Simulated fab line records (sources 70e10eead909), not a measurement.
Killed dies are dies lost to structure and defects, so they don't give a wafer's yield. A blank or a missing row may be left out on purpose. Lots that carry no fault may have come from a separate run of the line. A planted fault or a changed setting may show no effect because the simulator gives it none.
Which tool is to blame? || flow nand harc || Sampling: 14 lots, 42 wafers, 6 of 1159 route steps

WHAT THE GAUGES READ, wafer by wafer
NHARC_P_M1_OVL_MEAS_10: pitch 260 nm.
{"lot": "L357", "measured": "day 6 00:27", "on": "overlay-02", "overlay x nm (nm)": "-1.1 -0.6 -0.4", "overlay y nm (nm)": "0.1 -0.2 0.0"}
{"lot": "L358", "measured": "day 6 02:25", "on": "overlay-01", "overlay x nm (nm)": "-0.2 -0.7 -0.9", "overlay y nm (nm)": "0.1 -0.1 0.0"}
{"lot": "L359", "measured": "day 6 13:59", "on": "overlay-01", "overlay x nm (nm)": "0.4 0.1 0.6", "overlay y nm (nm)": "-0.2 -0.7 -0.6"}
{"lot": "L362", "measured": "day 7 04:11", "on": "overlay-01", "overlay x nm (nm)": "1.3 1.1 1.8", "overlay y nm (nm)": "-0.1 -0.2 0.1"}
{"lot": "L364", "measured": "day 7 11:20", "on": "overlay-01", "overlay x nm (nm)": "0.1 0.1 0.0", "overlay y nm (nm)": "-1.1 -0.9 -0.7"}
{"lot": "L363", "measured": "day 7 13:41", "on": "overlay-02", "overlay x nm (nm)": "0.3 1.3 0.3", "overlay y nm (nm)": "-0.2 -0.3 -0.9"}
{"lot": "L365", "measured": "day 8 07:06", "on": "overlay-02", "overlay x nm (nm)": "-1.1 -0.9 -1.2", "overlay y nm (nm)": "1.4 1.4 1.8"}
{"lot": "L367", "measured": "day 8 15:07", "on": "overlay-02", "overlay x nm (nm)": "0.8 0.9 1.0", "overlay y nm (nm)": "-0.5 -0.9 -0.5"}
{"lot": "L368", "measured": "day 9 05:37", "on": "overlay-01", "overlay x nm (nm)": "0.1 -0.5 -0.8", "overlay y nm (nm)": "-0.2 -0.1 -0.8"}
{"lot": "L369", "measured": "day 9 06:47", "on": "overlay-02", "overlay x nm (nm)": "0.3 0.5 0.2", "overlay y nm (nm)": "0.4 1.0 0.4"}
{"lot": "L370", "measured": "day 9 11:34", "on": "overlay-02", "overlay x nm (nm)": "0.1 -0.3 -0.2", "overlay y nm (nm)": "0.0 0.0 0.8"}
{"lot": "L373", "measured": "day 10 04:52", "on": "overlay-02", "overlay x nm (nm)": "-1.2 -1.4 -1.2", "overlay y nm (nm)": "0.2 0.2 -0.1"}
{"lot": "L379", "measured": "day 11 05:57", "on": "overlay-01", "overlay x nm (nm)": "0.2 0.5 0.0", "overlay y nm (nm)": "-0.9 -2.1 -1.1"}
{"lot": "L380", "measured": "day 11 18:44", "on": "overlay-02", "overlay x nm (nm)": "-0.9 -0.8 0.1", "overlay y nm (nm)": "-0.2 0.4 0.1"}

NHARC_P_M1_INSPECT_11.
{"lot": "L357", "measured": "day 6 00:29", "on": "defect inspect-02", "raw defect count": "1 2 5"}
{"lot": "L358", "measured": "day 6 02:27", "on": "defect inspect-01", "raw defect count": "4 4 10"}
{"lot": "L359", "measured": "day 6 14:02", "on": "defect inspect-01", "raw defect count": "1 3 6"}
{"lot": "L362", "measured": "day 7 04:13", "on": "defect inspect-02", "raw defect count": "3 1 1"}
{"lot": "L364", "measured": "day 7 11:23", "on": "defect inspect-01", "raw defect count": "3 0 5"}
{"lot": "L363", "measured": "day 7 13:43", "on": "defect inspect-02", "raw defect count": "1 4 5"}
{"lot": "L365", "measured": "day 8 07:08", "on": "defect inspect-01", "raw defect count": "7 4 6"}
{"lot": "L367", "measured": "day 8 15:09", "on": "defect inspect-01", "raw defect count": "7 7 9"}
{"lot": "L368", "measured": "day 9 05:39", "on": "defect inspect-01", "raw defect count": "3 5 6"}
{"lot": "L369", "measured": "day 9 06:49", "on": "defect inspect-02", "raw defect count": "2 5 1"}
{"lot": "L370", "measured": "day 9 11:36", "on": "defect inspect-01", "raw defect count": "4 1 2"}
{"lot": "L373", "measured": "day 10 04:55", "on": "defect inspect-02", "raw defect count": "4 2 4"}
{"lot": "L379", "measured": "day 11 05:59", "on": "defect inspect-02", "raw defect count": "2 1 3"}
{"lot": "L380", "measured": "day 11 18:46", "on": "defect inspect-02", "raw defect count": "1 3 3"}

NHARC_P_M1_THK_MEAS_24: measures by xrf.
{"lot": "L357", "measured": "day 6 03:01", "on": "film metro-02", "thk nm (nm)": "156.3 159.5 157.6"}
{"lot": "L358", "measured": "day 6 04:59", "on": "film metro-01", "thk nm (nm)": "159.4 160.0 157.8"}
{"lot": "L359", "measured": "day 6 16:33", "on": "film metro-01", "thk nm (nm)": "156.3 156.1 157.8"}
{"lot": "L362", "measured": "day 7 07:05", "on": "film metro-01", "thk nm (nm)": "159.6 159.1 157.5"}
{"lot": "L364", "measured": "day 7 14:01", "on": "film metro-01", "thk nm (nm)": "157.5 158.6 157.5"}
{"lot": "L363", "measured": "day 7 16:40", "on": "film metro-02", "thk nm (nm)": "159.6 159.6 158.1"}
{"lot": "L365", "measured": "day 8 09:37", "on": "film metro-01", "thk nm (nm)": "157.4 156.2 157.8"}
{"lot": "L367", "measured": "day 8 17:40", "on": "film metro-02", "thk nm (nm)": "160.5 157.6 156.4"}
{"lot": "L368", "measured": "day 9 08:10", "on": "film metro-01", "thk nm (nm)": "160.0 161.4 160.4"}
{"lot": "L369", "measured": "day 9 09:18", "on": "film metro-02", "thk nm (nm)": "159.1 158.4 157.5"}
{"lot": "L370", "measured": "day 9 14:12", "on": "film metro-01", "thk nm (nm)": "154.8 126.8 158.3"}
{"lot": "L373", "measured": "day 10 07:27", "on": "film metro-01", "thk nm (nm)": "158.2 157.3 120.6"}
{"lot": "L379", "measured": "day 11 08:31", "on": "film metro-01", "thk nm (nm)": "155.9 157.2 159.0"}
{"lot": "L380", "measured": "day 11 21:14", "on": "film metro-02", "thk nm (nm)": "155.7 156.3 156.3"}

WHAT TOOL EACH LOT RAN ON (gives the tool, then ch and the chambers of the sampled wafers, and finally the start)
{"lot": "L357", "NHARC_P_M1_DESCUM_14": "rie diel-01 ch 1,2,3, day 6 00:34", "NHARC_P_M1_ECD_22": "ecd cu-01 ch 0,1, day 6 02:02", "NHARC_P_M1_CMP_23": "cmp-04 ch 0,1,3, day 6 02:46"}
{"lot": "L358", "NHARC_P_M1_DESCUM_14": "rie diel-01 ch 2,3, day 6 02:32", "NHARC_P_M1_ECD_22": "ecd cu-02 ch 0,1, day 6 04:00", "NHARC_P_M1_CMP_23": "cmp-04 ch 0,1,3, day 6 04:40"}
{"lot": "L359", "NHARC_P_M1_DESCUM_14": "rie diel-08 ch 1,2,3, day 6 14:05", "NHARC_P_M1_ECD_22": "ecd cu-02 ch 0,1, day 6 15:37", "NHARC_P_M1_CMP_23": "cmp-02 ch 0,1,3, day 6 16:14"}
{"lot": "L362", "NHARC_P_M1_DESCUM_14": "rie diel-07 ch 0,2,3, day 7 04:19", "NHARC_P_M1_ECD_22": "ecd cu-02 ch 0,1, day 7 06:10", "NHARC_P_M1_CMP_23": "cmp-04 ch 0,3, day 7 06:48"}
{"lot": "L364", "NHARC_P_M1_DESCUM_14": "rie diel-08 ch 0,2,3, day 7 11:26", "NHARC_P_M1_ECD_22": "ecd cu-02 ch 0,1, day 7 12:54", "NHARC_P_M1_CMP_23": "cmp-04 ch 0,1,3, day 7 13:43"}
{"lot": "L363", "NHARC_P_M1_DESCUM_14": "rie diel-08 ch 0,3, day 7 13:47", "NHARC_P_M1_ECD_22": "ecd cu-01 ch 0,1, day 7 15:40", "NHARC_P_M1_CMP_23": "cmp-04 ch 0,1, day 7 16:21"}
{"lot": "L365", "NHARC_P_M1_DESCUM_14": "rie diel-07 ch 2,3, day 8 07:12", "NHARC_P_M1_ECD_22": "ecd cu-01 ch 0,1, day 8 08:38", "NHARC_P_M1_CMP_23": "cmp-02 ch 0,1,3, day 8 09:22"}
{"lot": "L367", "NHARC_P_M1_DESCUM_14": "rie diel-08 ch 1,2, day 8 15:13", "NHARC_P_M1_ECD_22": "ecd cu-01 ch 0,1, day 8 16:44", "NHARC_P_M1_CMP_23": "cmp-04 ch 0,3, day 8 17:23"}
{"lot": "L368", "NHARC_P_M1_DESCUM_14": "rie diel-01 ch 1,2, day 9 05:43", "NHARC_P_M1_ECD_22": "ecd cu-02 ch 0,1, day 9 07:09", "NHARC_P_M1_CMP_23": "cmp-04 ch 0,1,3, day 9 07:55"}
{"lot": "L369", "NHARC_P_M1_DESCUM_14": "rie diel-08 ch 1,2,3, day 9 06:53", "NHARC_P_M1_ECD_22": "ecd cu-02 ch 0,1, day 9 08:16", "NHARC_P_M1_CMP_23": "cmp-04 ch 1,2,3, day 9 08:59"}
{"lot": "L370", "NHARC_P_M1_DESCUM_14": "rie diel-01 ch 0,1,2, day 9 11:40", "NHARC_P_M1_ECD_22": "ecd cu-02 ch 0,1, day 9 13:05", "NHARC_P_M1_CMP_23": "cmp-02 ch 0,2, day 9 13:55"}
{"lot": "L373", "NHARC_P_M1_DESCUM_14": "rie diel-07 ch 0,1,3, day 10 04:59", "NHARC_P_M1_ECD_22": "ecd cu-02 ch 0,1, day 10 06:31", "NHARC_P_M1_CMP_23": "cmp-03 ch 0,3, day 10 07:08"}
{"lot": "L379", "NHARC_P_M1_DESCUM_14": "rie diel-08 ch 0,1, day 11 06:03", "NHARC_P_M1_ECD_22": "ecd cu-01 ch 0,1, day 11 07:27", "NHARC_P_M1_CMP_23": "cmp-03 ch 0,1,3, day 11 08:15"}
{"lot": "L380", "NHARC_P_M1_DESCUM_14": "rie diel-01 ch 0,1,2, day 11 18:50", "NHARC_P_M1_ECD_22": "ecd cu-01 ch 0,1, day 11 20:15", "NHARC_P_M1_CMP_23": "cmp-04 ch 0,1,3, day 11 20:57"}
- NHARC_P_M1_DESCUM_14: chemistry O2, time 3 s.
- NHARC_P_M1_ECD_22: material Cu, target thk 400 nm.
- NHARC_P_M1_CMP_23: polishes, t overpolish 20 s, target thk 157.82 nm.

AS READ BY THE TOOLS THEMSELVES (means over the sampled wafers that have a number; for cases with no such wafer, the mark the record gives instead)
NHARC_P_M1_DESCUM_14.
{"lot": "L357", "tool": "rie diel-01", "chamber pressure mTorr (mTorr)": 60.01, "drypump motor current A (A)": 5.85, "oes product au (a.u.)": 1.000, "rf vpp V (V)": 57.6, "showerhead plenum p Torr (Torr)": 1.96, "throttle valve pct (%)": 11.305}
{"lot": "L358", "tool": "rie diel-01", "chamber pressure mTorr (mTorr)": 59.99, "drypump motor current A (A)": 5.90, "oes product au (a.u.)": 1.005, "rf vpp V (V)": 57.4, "showerhead plenum p Torr (Torr)": 1.94, "throttle valve pct (%)": 11.312}
{"lot": "L359", "tool": "rie diel-08", "chamber pressure mTorr (mTorr)": 59.98, "drypump motor current A (A)": 5.58, "oes product au (a.u.)": 1.010, "rf vpp V (V)": 58.5, "showerhead plenum p Torr (Torr)": 1.91, "throttle valve pct (%)": 11.312}
{"lot": "L362", "tool": "rie diel-07", "chamber pressure mTorr (mTorr)": 60.00, "drypump motor current A (A)": 5.46, "oes product au (a.u.)": 0.995, "rf vpp V (V)": 57.9, "showerhead plenum p Torr (Torr)": 1.88, "throttle valve pct (%)": 11.322}
{"lot": "L364", "tool": "rie diel-08", "chamber pressure mTorr (mTorr)": 60.04, "drypump motor current A (A)": 5.75, "oes product au (a.u.)": 1.002, "rf vpp V (V)": 57.9, "showerhead plenum p Torr (Torr)": 1.92, "throttle valve pct (%)": 11.309}
{"lot": "L363", "tool": "rie diel-08", "chamber pressure mTorr (mTorr)": 60.01, "drypump motor current A (A)": 5.63, "oes product au (a.u.)": 1.016, "rf vpp V (V)": 57.1, "showerhead plenum p Torr (Torr)": 1.84, "throttle valve pct (%)": 11.318}
{"lot": "L365", "tool": "rie diel-07", "chamber pressure mTorr (mTorr)": 60.01, "drypump motor current A (A)": 5.60, "oes product au (a.u.)": 0.986, "rf vpp V (V)": 58.1, "showerhead plenum p Torr (Torr)": 1.81, "throttle valve pct (%)": 11.306}
{"lot": "L367", "tool": "rie diel-08", "chamber pressure mTorr (mTorr)": 59.98, "drypump motor current A (A)": 5.62, "oes product au (a.u.)": 1.011, "rf vpp V (V)": 57.4, "showerhead plenum p Torr (Torr)": 1.93, "throttle valve pct (%)": 11.305}
{"lot": "L368", "tool": "rie diel-01", "chamber pressure mTorr (mTorr)": 60.02, "drypump motor current A (A)": 5.59, "oes product au (a.u.)": 0.997, "rf vpp V (V)": 57.9, "showerhead plenum p Torr (Torr)": 2.01, "throttle valve pct (%)": 11.309}
{"lot": "L369", "tool": "rie diel-08", "chamber pressure mTorr (mTorr)": 60.02, "drypump motor current A (A)": 5.58, "oes product au (a.u.)": 1.003, "rf vpp V (V)": 57.7, "showerhead plenum p Torr (Torr)": 1.91, "throttle valve pct (%)": 11.315}
{"lot": "L370", "tool": "rie diel-01", "chamber pressure mTorr (mTorr)": 60.01, "drypump motor current A (A)": 5.60, "oes product au (a.u.)": 0.993, "rf vpp V (V)": 57.6, "showerhead plenum p Torr (Torr)": 1.95, "throttle valve pct (%)": 11.308}
{"lot": "L373", "tool": "rie diel-07", "chamber pressure mTorr (mTorr)": 59.91, "drypump motor current A (A)": 5.53, "oes product au (a.u.)": 1.000, "rf vpp V (V)": 57.8, "showerhead plenum p Torr (Torr)": 1.96, "throttle valve pct (%)": 11.304}
{"lot": "L379", "tool": "rie diel-08", "chamber pressure mTorr (mTorr)": 59.97, "drypump motor current A (A)": 5.90, "oes product au (a.u.)": 1.008, "rf vpp V (V)": 56.9, "showerhead plenum p Torr (Torr)": 1.87, "throttle valve pct (%)": 11.313}
{"lot": "L380", "tool": "rie diel-01", "chamber pressure mTorr (mTorr)": 60.02, "drypump motor current A (A)": 5.61, "oes product au (a.u.)": 0.999, "rf vpp V (V)": 58.1, "showerhead plenum p Torr (Torr)": 1.95, "throttle valve pct (%)": 11.315}

NHARC_P_M1_CMP_23.
{"lot": "L357", "tool": "cmp-04", "motor current A (A)": 11.8, "time to endpoint s (s)": 30.2}
{"lot": "L358", "tool": "cmp-04", "motor current A (A)": 11.9, "time to endpoint s (s)": 31.3}
{"lot": "L359", "tool": "cmp-02", "motor current A (A)": 11.0, "time to endpoint s (s)": 28.2}
{"lot": "L362", "tool": "cmp-04", "motor current A (A)": 11.6, "time to endpoint s (s)": 29.5}
{"lot": "L364", "tool": "cmp-04", "motor current A (A)": 12.2, "time to endpoint s (s)": 32.2}
{"lot": "L363", "tool": "cmp-04", "motor current A (A)": 12.2, "time to endpoint s (s)": 27.7}
{"lot": "L365", "tool": "cmp-02", "motor current A (A)": 11.0, "time to endpoint s (s)": 29.4}
{"lot": "L367", "tool": "cmp-04", "motor current A (A)": 12.0, "time to endpoint s (s)": 30.4}
{"lot": "L368", "tool": "cmp-04", "motor current A (A)": 12.1, "time to endpoint s (s)": 32.1}
{"lot": "L369", "tool": "cmp-04", "motor current A (A)": 11.5, "time to endpoint s (s)": 30.5}
{"lot": "L370", "tool": "cmp-02", "motor current A (A)": 10.8, "time to endpoint s (s)": 22.2}
{"lot": "L373", "tool": "cmp-03", "motor current A (A)": 12.9, "time to endpoint s (s)": 19.8}
{"lot": "L379", "tool": "cmp-03", "motor current A (A)": 13.1, "time to endpoint s (s)": 25.3}
{"lot": "L380", "tool": "cmp-04", "motor current A (A)": 12.3, "time to endpoint s (s)": 30.1}

THE ANSWER, worked out from the rows above alone
Rule: the lots themselves supply what counts as usual. Put in order of their means at a reading, lots are off if they are a third of the lots or fewer, leave a main group of 4 or more, and stand apart from it by a gap of 3 or more times the standard deviation of the main group's means; of several such gaps the widest counts. Not used: any main group whose means are identical at the precision the tables above print for the reading. A lot without any number at a reading at which 4 lots or more have one is off too. Where the step has rows for the other lots, those lots are counted as sound. Order of review: gauges by route order, followed by the tools' own readings, for which a lot's mean as printed above is used. At the first step where some lot is off, the reading lying furthest off is the one used; lots without a number count as furthest.
Off: L370, L373 (NHARC_P_M1_THK_MEAS_24, thk nm). Main group: mean 158.1 nm, sd 1.2.
A tool fits if, at a process step before that reading, it ran every lot that is off, and no sound lot after the first of them. Those tools and the gauges at NHARC_P_M1_THK_MEAS_24 are tried in the same way. One fits: NHARC_P_M1_ECD_22 on ecd cu-02. Its last sound lot is L369 (day 9 08:16), its first lot that is off L370 (day 9 13:05): a fault that began between those two fits.

WHAT THE SIMULATOR HAD PUT IN
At NHARC_P_M1_ECD_22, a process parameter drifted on ecd cu-02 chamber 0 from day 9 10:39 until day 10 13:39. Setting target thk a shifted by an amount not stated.
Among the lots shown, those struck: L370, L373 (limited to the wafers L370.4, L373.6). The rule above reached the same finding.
